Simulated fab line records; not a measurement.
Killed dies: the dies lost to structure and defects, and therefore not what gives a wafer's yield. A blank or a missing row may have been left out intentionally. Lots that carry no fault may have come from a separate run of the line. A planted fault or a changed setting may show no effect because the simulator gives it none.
Chamber matching -- flow nandHarc -- NHARC_A_STAIRCASE_CMP_472 on cmp-02 has 4 sister chambers
The step polishes SiO2. 20 wafers are shown with their chamber, then 10 later ones without.

== WAFERS WITH THEIR CHAMBER ==
wafer,chamber,motorCurrentA (A)
L075.2,1,10.0
L075.5,3,13.1
L075.6,2,11.8
L078.2,2,11.4
L078.5,2,11.1
L078.6,3,12.8
L080.1,3,13.0
L080.2,2,12.5
L080.6,0,11.1
L084.3,3,13.4
L084.5,3,13.0
L084.6,2,12.3
L083.1,3,13.1
L083.3,2,11.9
L083.6,3,12.2
L086.1,0,10.8
L086.2,1,10.3
L086.6,1,10.1
L087.2,2,12.0
L087.5,0,11.1

SIGNATURES (averages over the wafers above)
reading,chamber 0,chamber 1,chamber 2,chamber 3,scatter within a chamber
motorCurrentA,11.000,10.133,11.857,12.943,0.384
Rule: for each reading, subtract the chamber's mean from the wafer's reading, divide by that reading's scatter and square the result; add these up over the readings and take the root, which gives the wafer's distance from the chamber. The wafer belongs to the nearest chamber; if the next one is less than 2 further off, it can't be placed. How the scatter is found: for the shown wafers, subtract from each reading the mean of its chamber, square and add these, divide the total by (wafers less chambers), then take the root.

== WAFERS WHOSE CHAMBER IS MISSING ==
wafer,motorCurrentA (A)
L087.6,10.1
L089.1,13.0
L089.3,10.9
L089.5,10.5
L090.3,13.8
L090.4,9.9
L090.6,11.0
L095.1,11.6
L095.2,10.4
L095.3,10.2

== CHAMBER TAKEN BY EACH ==
wafer,from the rows above,in truth
L087.6,1,1
L089.1,3,3
L089.3,can't be placed: 0 or 1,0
L089.5,can't be placed: 1 or 0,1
L090.3,3,3
L090.4,1,1
L090.6,0,0
L095.1,can't be placed: 2 or 0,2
L095.2,can't be placed: 1 or 0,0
L095.3,can't be placed: 1 or 0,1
5 of 10 placed correctly. Can't be placed from these rows: 5 (the true chamber is among the candidates in 5). Wrongly placed: 0.
